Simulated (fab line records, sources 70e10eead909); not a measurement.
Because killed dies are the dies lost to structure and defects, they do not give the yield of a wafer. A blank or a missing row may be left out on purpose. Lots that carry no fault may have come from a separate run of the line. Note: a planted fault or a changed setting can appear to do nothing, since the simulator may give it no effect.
2 desks, one fault || flow nandHarc || every desk sees just its own numbers, and what lay behind them comes last

## FOR THE TOOL OWNER'S DESK: rieDiel-05
The tool's own readings at NHARC_P_M2_ETCH_15 (etches the open film in C4F8/Ar, target depth 182.5 nm, time 91.2 s): means of the sampled wafers that have a number, for each lot that ran on this tool. Any lot whose mean is over 4 standard deviations away from the usual mean is out of limits and marked OUT; that distance is given in the brackets.
Columns: A = chamberPressureMTorr at NHARC_P_M2_ETCH_15, usual 25.000 mTorr; B = oesProductAu at NHARC_P_M2_ETCH_15, usual 0.946 a.u.; C = rfVppV at NHARC_P_M2_ETCH_15, usual 441.6 V
{"lot": "L911", "first seen here": "day 6 15:49", "A": 24.997, "B": 0.929, "C": 440.3}
{"lot": "L921", "first seen here": "day 9 11:43", "A": 24.992, "B": 0.983, "C": 441.9}
{"lot": "L931", "first seen here": "day 11 05:37", "A": 25.007, "B": 0.857, "C": 440.9}
This desk's finding: nothing out of limits on any of the 3 lots.

## AT THE METROLOGY DESK
What the gauges read, lot by lot, whatever tool the lot ran on: means of the sampled wafers that have a number. Any lot whose mean is over 4 standard deviations away from the usual mean is out of limits and marked OUT; that distance is given in the brackets.
Columns: A = thkNm at NHARC_P_M1_THK_MEAS_24, usual 157.7 nm
{"lot": "L911", "first seen here": "day 6 14:01", "A": 158.2}
{"lot": "L914", "first seen here": "day 6 22:09", "A": 157.7}
{"lot": "L915", "first seen here": "day 7 11:55", "A": 158.3}
{"lot": "L917", "first seen here": "day 7 23:09", "A": 153.8}
{"lot": "L916", "first seen here": "day 7 23:55", "A": 157.7}
{"lot": "L918", "first seen here": "day 8 11:07", "A": 157.9}
{"lot": "L922", "first seen here": "day 9 08:40", "A": 156.5}
{"lot": "L921", "first seen here": "day 9 09:26", "A": 157.3}
{"lot": "L924", "first seen here": "day 9 11:56", "A": 155.8}
{"lot": "L926", "first seen here": "day 10 02:41", "A": 157.6}
{"lot": "L931", "first seen here": "day 11 03:36", "A": 157.3}
{"lot": "L932", "first seen here": "day 11 08:43", "A": 158.3}
{"lot": "L933", "first seen here": "day 11 19:53", "A": 158.8}
This desk's finding: nothing out of limits on any of the 13 lots.

## TAKEN TOGETHER
The desk of the tool owner found nothing out of limits.
Metrology desk: nothing out of limits seen.

## WHAT WAS PUT IN BY THE SIMULATOR
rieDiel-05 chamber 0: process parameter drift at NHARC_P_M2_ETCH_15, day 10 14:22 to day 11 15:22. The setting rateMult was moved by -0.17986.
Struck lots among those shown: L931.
